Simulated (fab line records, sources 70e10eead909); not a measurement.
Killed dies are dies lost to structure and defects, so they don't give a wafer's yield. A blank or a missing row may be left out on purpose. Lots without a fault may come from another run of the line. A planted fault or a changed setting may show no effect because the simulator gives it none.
fab line records | flow nand_harc | part 2 of 2: steps 5 to 6 of 6
record lots=23 wafers=69 last_day=24
route steps=1159 shown A_STAIRCASE@532
lots that met no fault: from a run of the same line without faults
start_h: hours from the record's first day to the start of the lot's first wafer shown | wait_h: hours since the lot's step before | " the same as in the row above | L1.1+2: a row that stands for several wafers | - no value, or no start given | * or withheld: withheld | < > ~ a bound
route shown NAME@n: a module of which the file shows steps, and the number in the route of the first | usual: mean/standard deviation of fault-free wafers | same: alike in all rows | chamber/n: place in a boat | sites: the reading at each site | _std_site: their standard deviation | _edge_site: outer sites' mean less inner sites' | radius_mm: how far each site lies from the wafer's centre | mask NAME#n: copy n | behind: the tool/chamber that last shaped the wafer | hold: why the lot was held/for how many hours/how that ended | device: the transistor (n, p or np) that didn't switch | end of line: the same wafers' tests at the end of the route | a step without rows: its recipe alone | killed: dies lost to structure and defects at the first sort, not the wafer's yield | map: a wafer's dies, x killed, . not, _ none there
set.NAME: the setting as run; set.NAME@STEP: as run at that earlier step | model.NAME: the simulator's own value behind a step, which no gauge read
steps of the route over a sample of lots; a table a step, a row a wafer
services: from which hour (start_h, from the record's first day; less than 0 if before it) a tool's chamber was out of use, for how many hours, and why
## steps
# step NHARC_A_STAIRCASE_TRIM_229
# recipe time_s=211.2 o2_flow_sccm=500 ar_flow_sccm=0 bias_w=0 chemistry=O2
# usual drypump_motor_current_A=5.4/0.47 oes_product_au=0.998/0.0071 rf_vpp_V=57.9/0.85 showerhead_plenum_p_Torr=3.55/0.15 throttle_valve_pct=17.036/0.0092
# columns lot.wafer tool chamber start_h wait_h drypump_motor_current_A oes_product_au rf_hours_counter_h rf_vpp_V showerhead_plenum_p_Torr throttle_valve_pct
L075.3 rie_diel-09 0 242.67 0.1 5.1 1.000 58 58.3 3.53 17.043
L075.4 " 1 " " 4.9 0.998 60 58.2 3.50 17.036
L075.1 " 2 " " 4.9 1.001 56 58.3 3.51 17.039
L074.1 rie_diel-08 3 248.89 0.1 5.5 0.996 43 56.8 3.42 17.045
L074.3 " 0 " " 6.2 0.998 43 59.4 3.66 17.031
L074.2 " 1 " " 5.6 1.003 46 56.8 3.32 17.036
L076.3 rie_diel-08 0 255.80 0.1 6.2 0.997 45 57.7 3.66 17.034
L076.5 " 3 " " 5.4 0.995 - 56.7 3.42 17.038
L076.6 " 0 " " 6.2 1.005 - 59.0 3.66 17.031
L077.2 rie_diel-11 3 256.63 0.2 6.5 1.003 22 57.2 3.32 17.035
L077.6 " 0 " " 6.0 0.999 - 58.1 3.61 17.042
L077.5 " 2 " " 5.9 0.992 - 58.9 3.52 17.039
L078.1 rie_diel-09 1 263.53 0.1 4.9 0.986 0 58.3 3.49 17.018
L078.4 " 3 " " 5.5 0.988 0 59.8 3.81 17.030
L078.5 " 0 " " 5.1 0.990 - 58.7 3.53 17.037
L079.3 rie_diel-11 1 274.80 0.1 6.2 1.004 24 59.1 3.66 17.037
L079.4 " 3 " " 6.5 0.998 27 57.2 3.32 17.038
L079.2 " 0 " " 6.0 0.996 28 57.8 3.61 17.022
L081.2 rie_diel-08 0 283.40 0.1 6.2 0.996 55 56.6 3.65 17.017
L081.1 " 1 " " 5.6 1.001 58 57.0 3.31 17.034
L081.4 " 2 " " 5.4 1.003 58 58.5 3.77 17.035
L080.4 rie_diel-09 1 284.11 0.1 4.9 0.995 8 58.1 3.49 17.034
L080.2 " 2 " " 4.9 1.002 9 58.0 3.50 17.050
L080.3 " 0 " " 5.1 0.996 7 58.0 3.53 17.036
L082.4 rie_diel-08 2 292.34 0.1 5.3 0.995 61 59.2 3.77 17.040
L082.3 " 3 " " 5.4 1.013 58 58.1 3.41 17.058
L082.2 " 0 " " 6.2 0.998 57 58.5 3.65 17.049
L083.1 rie_diel-09 2 297.49 0.1 4.9 1.003 14 57.2 3.50 17.051
L083.4 " 3 " " 5.5 1.004 14 59.7 3.80 17.036
L083.2 " 1 " " 4.9 1.003 13 59.7 3.48 17.034
L084.2 rie_diel-09 3 305.76 0.1 5.5 0.999 17 59.1 3.80 17.027
L084.4 " 0 " " 5.1 1.005 16 57.1 3.52 17.019
L084.5 " 2 " " 4.9 0.996 - 58.5 3.49 17.017
L087.2 rie_diel-11 2 323.02 0.1 5.9 0.987 45 57.8 3.50 17.034
L087.4 " 3 " " 6.4 0.980 44 56.4 3.31 17.037
L087.1 " 1 " " 6.2 0.993 43 56.9 3.65 17.039
L085.3 rie_diel-09 2 323.21 0.1 4.9 1.000 26 57.4 3.49 17.045
L085.1 " 3 " " 5.6 1.002 25 58.1 3.79 17.042
L085.6 " 2 " " 4.9 1.003 - 58.1 3.49 17.040
L088.4 rie_diel-08 2 324.92 0.1 5.3 0.991 6 58.7 3.77 17.035
L088.2 " 3 " " 5.4 1.001 7 57.3 3.41 17.035
L088.5 " 0 " " 6.2 0.996 - 59.8 3.65 17.027
L086.4 rie_diel-09 2 325.00 0.1 4.9 1.007 27 58.5 3.49 17.037
L086.3 " 1 " " 4.9 1.008 24 58.7 3.48 17.023
L086.6 " 3 " " 5.6 0.992 - 57.4 3.79 17.051
L089.2 rie_diel-08 2 329.49 0.1 5.4 0.997 7 58.4 3.77 17.039
L089.4 " 3 " " 5.5 1.002 8 56.3 3.41 17.039
L089.3 " 0 " " 6.2 0.995 7 59.9 3.65 17.036
L090.3 rie_diel-09 1 330.57 0.1 4.9 1.004 27 58.6 3.48 17.026
L090.6 " 1 " " 4.9 1.015 - 58.6 3.48 17.033
L090.5 " 0 " " 5.1 0.993 - 57.0 3.52 17.037
L092.2 rie_diel-08 2 354.56 0.1 5.4 0.983 18 58.3 3.76 17.045
L092.1 " 0 " " 6.2 0.986 16 57.7 3.64 17.029
L092.6 " 3 " " 5.5 0.995 - 58.5 3.40 17.034
L091.3 rie_diel-08 0 356.24 0.1 6.2 0.993 17 58.4 3.64 17.050
L091.4 " 2 " " 5.3 0.993 19 58.5 3.76 17.029
L091.5 " 0 " " 6.2 0.991 - 58.6 3.64 17.026
L094.4 rie_diel-09 0 360.42 0.1 5.1 1.007 38 56.7 3.51 17.013
L094.3 " 1 " " 4.9 1.005 39 58.4 3.47 17.037
L094.6 " 3 " " 5.5 0.992 - 58.4 3.78 17.060
L096.1 rie_diel-09 3 368.38 0.1 5.6 0.996 43 59.1 3.78 17.028
L096.3 " 0 " " 5.1 1.000 41 57.7 3.51 17.035
L096.4 " 2 " " 4.9 1.000 31 57.9 3.49 17.032
L095.1 rie_diel-09 1 370.66 0.1 4.9 0.998 44 57.1 3.47 17.035
L095.4 " 0 " " 5.0 0.998 42 57.8 3.51 17.041
L095.6 " 2 " " 4.9 0.991 - 58.3 3.49 17.042
L097.3 rie_diel-09 1 373.73 0.1 4.9 1.017 45 56.7 3.47 17.041
L097.4 " 3 " " 5.5 1.001 45 57.0 3.78 17.037
L097.1 " 0 " " 5.0 1.005 43 57.2 3.51 17.030
# step NHARC_A_STAIRCASE_STRIP_295
# recipe o2_flow_sccm=500 ar_flow_sccm=0 bias_w=0 chemistry=O2
# usual drypump_motor_current_A=5.7/0.48 oes_product_au=0.998/0.0062 rf_vpp_V=57.8/0.88 showerhead_plenum_p_Torr=3.53/0.16 throttle_valve_pct=17.038/0.0085
# columns lot.wafer tool chamber start_h wait_h drypump_motor_current_A oes_product_au rf_hours_counter_h rf_vpp_V showerhead_plenum_p_Torr throttle_valve_pct
L075.1 rie_diel-11 1 - - 6.2 1.013 19 58.4 3.66 17.024
L075.3 " 2 " " 5.8 1.001 18 57.1 3.52 17.039
L075.4 " 3 " " 6.5 0.998 19 58.6 3.32 17.043
L074.2 rie_diel-08 2 - - 5.4 0.994 49 58.9 3.78 17.030
L074.1 " 0 " " 6.2 0.994 46 56.7 3.66 17.038
L074.3 " 1 " " 5.6 1.003 50 57.1 3.32 17.029
L076.3 rie_diel-09 0 - - 5.0 0.994 1 56.5 3.53 17.039
L076.5 " 0 " " 5.0 0.999 - 58.5 3.53 17.040
L076.6 " 1 " " 4.9 0.993 - 58.3 3.49 17.022
L077.2 rie_diel-08 1 - - 5.6 1.006 53 57.8 3.32 17.030
L077.6 " 2 " " 5.3 1.013 - 58.6 3.78 17.045
L077.5 " 3 " " 5.4 0.999 - 56.4 3.42 17.056
L078.1 rie_diel-08 0 - - 6.2 0.991 51 57.9 3.66 17.046
L078.4 " 1 " " 5.6 1.002 54 57.5 3.32 17.033
L078.5 " 3 " " 5.5 0.997 - 57.2 3.42 17.050
L079.3 rie_diel-08 3 - - 5.5 0.996 56 56.5 3.41 17.039
L079.2 " 0 " " 6.2 0.999 55 59.3 3.66 17.014
L079.4 " 1 " " 5.6 0.998 58 58.7 3.31 17.035
L081.4 rie_diel-11 1 - - 6.2 1.007 31 56.3 3.66 17.020
L081.1 " 2 " " 5.8 0.992 32 58.5 3.51 17.042
L081.2 " 0 " " 6.0 0.990 34 58.3 3.61 17.036
L080.2 rie_diel-11 3 - - 6.5 0.995 33 57.7 3.31 17.032
L080.3 " 0 " " 6.0 0.998 35 57.8 3.61 17.042
L080.4 " 1 " " 6.1 1.002 32 58.0 3.66 17.034
L082.3 rie_diel-11 0 302.61 - 6.0 0.998 37 58.0 3.60 17.033
L082.4 " 2 " " 5.8 0.987 36 58.3 3.51 17.031
L082.2 " 3 " " 6.5 1.004 36 55.9 3.31 17.049
L083.1 rie_diel-09 2 - - 4.9 0.999 19 57.7 3.49 17.041
L083.2 " 3 " " 5.5 0.992 18 59.0 3.80 17.034
L083.4 " 0 " " 5.1 0.992 16 59.5 3.52 17.042
L084.2 rie_diel-11 3 - - 6.5 1.005 40 56.7 3.31 17.033
L084.4 " 1 " " 6.2 0.997 37 58.2 3.65 17.046
L084.5 " 3 " " 6.5 0.994 - 56.5 3.31 17.041
L085.3 rie_diel-08 2 - - 5.3 0.994 8 56.4 3.77 17.046
L085.1 " 0 " " 6.2 1.004 8 58.6 3.65 17.051
L085.6 " 3 " " 5.5 1.015 - 58.3 3.41 17.036
L087.2 rie_diel-11 2 - - 5.8 0.993 49 58.7 3.50 17.044
L087.1 " 3 " " 6.5 0.994 47 56.6 3.31 17.036
L087.4 " 0 " " 6.0 0.995 49 57.9 3.60 17.028
L088.2 rie_diel-11 3 - - 6.5 0.997 48 56.0 3.31 17.030
L088.4 " 1 " " 6.2 1.003 47 57.0 3.65 17.040
L088.5 " 3 " " 6.5 0.999 - 55.6 3.31 17.029
L086.3 rie_diel-09 0 - - 5.1 1.006 27 57.9 3.52 17.028
L086.4 " 3 " " 5.6 0.997 - 57.4 3.79 17.031
L086.6 " 1 " " 4.9 1.005 - 58.3 3.48 17.040
L089.3 rie_diel-08 1 - - 5.6 0.989 11 57.4 3.31 17.033
L089.4 " 2 " " 5.3 1.002 11 58.1 3.76 17.047
L089.2 " 0 " " 6.2 0.999 11 56.7 3.65 17.043
L090.3 rie_diel-08 1 - - 5.6 0.988 12 57.2 3.30 17.040
L090.5 " 2 " " 5.3 0.992 - 56.9 3.76 17.018
L090.6 " 3 " " 5.5 0.998 - 58.9 3.40 17.035
L092.1 rie_diel-08 1 - - 5.6 0.996 19 58.0 3.30 17.040
L092.2 " 2 " " 5.3 0.982 24 58.5 3.76 17.048
L092.6 " 1 " " 5.6 0.996 - 56.5 3.30 17.033
L091.4 rie_diel-08 0 - - 6.2 0.994 23 58.5 3.64 17.046
L091.3 " 3 " " 5.5 0.985 22 58.2 3.40 17.044
L091.5 " 1 " " 5.6 0.999 - 57.5 3.30 17.034
L094.4 rie_diel-09 0 - - 5.0 0.995 43 57.5 3.51 17.039
L094.3 " 1 " " 4.9 1.019 45 58.0 3.47 17.039
L094.6 " 1 " " 4.9 1.005 - 56.5 3.47 17.031
L096.4 rie_diel-08 0 - - 6.2 1.002 28 58.9 3.64 17.026
L096.3 " 1 " " 5.6 0.998 26 56.5 3.30 17.042
L096.1 " 3 " " 5.5 1.010 25 56.5 3.40 17.049
L095.1 rie_diel-09 3 - - 5.6 0.998 48 58.8 3.78 17.031
L095.4 " 0 " " 5.1 0.998 46 57.9 3.51 17.045
L095.6 " 1 " " 4.9 1.005 - 57.2 3.47 17.033
L097.4 rie_diel-11 2 - - 5.8 1.002 2 57.8 3.49 17.043
L097.1 " 0 " " 6.0 0.994 3 58.8 3.59 17.035
L097.3 " 1 " " 6.2 1.004 3 57.7 3.64 17.035
## services
# columns tool chamber start_h hours kind
rie_diel-09 0 210.02 - clean
rie_diel-09 1 210.02 - clean
rie_diel-09 2 210.02 - clean
rie_diel-09 3 210.02 - clean
rie_diel-08 0 229.99 1.4 repair
rie_diel-09 0 234.55 - clean
rie_diel-09 1 234.55 - clean
rie_diel-09 2 234.55 - clean
rie_diel-09 3 234.55 - clean
rie_diel-09 - 254.10 9.0 pm
rie_diel-09 0 254.10 9.0 vent_cycle
rie_diel-09 1 254.10 9.0 vent_cycle
rie_diel-09 2 254.10 9.0 vent_cycle
rie_diel-09 3 254.10 9.0 vent_cycle
rie_diel-09 0 263.10 - clean
rie_diel-09 1 263.10 - clean
rie_diel-09 1 263.10 - consumable_replace:focus_ring
rie_diel-09 2 263.10 - clean
rie_diel-09 3 263.10 - clean
rie_diel-08 - 302.28 9.0 pm
rie_diel-08 0 341.33 3.9 repair
rie_diel-08 1 343.02 7.6 repair
rie_diel-08 3 343.92 6.9 repair
rie_diel-11 - 366.51 9.0 pm
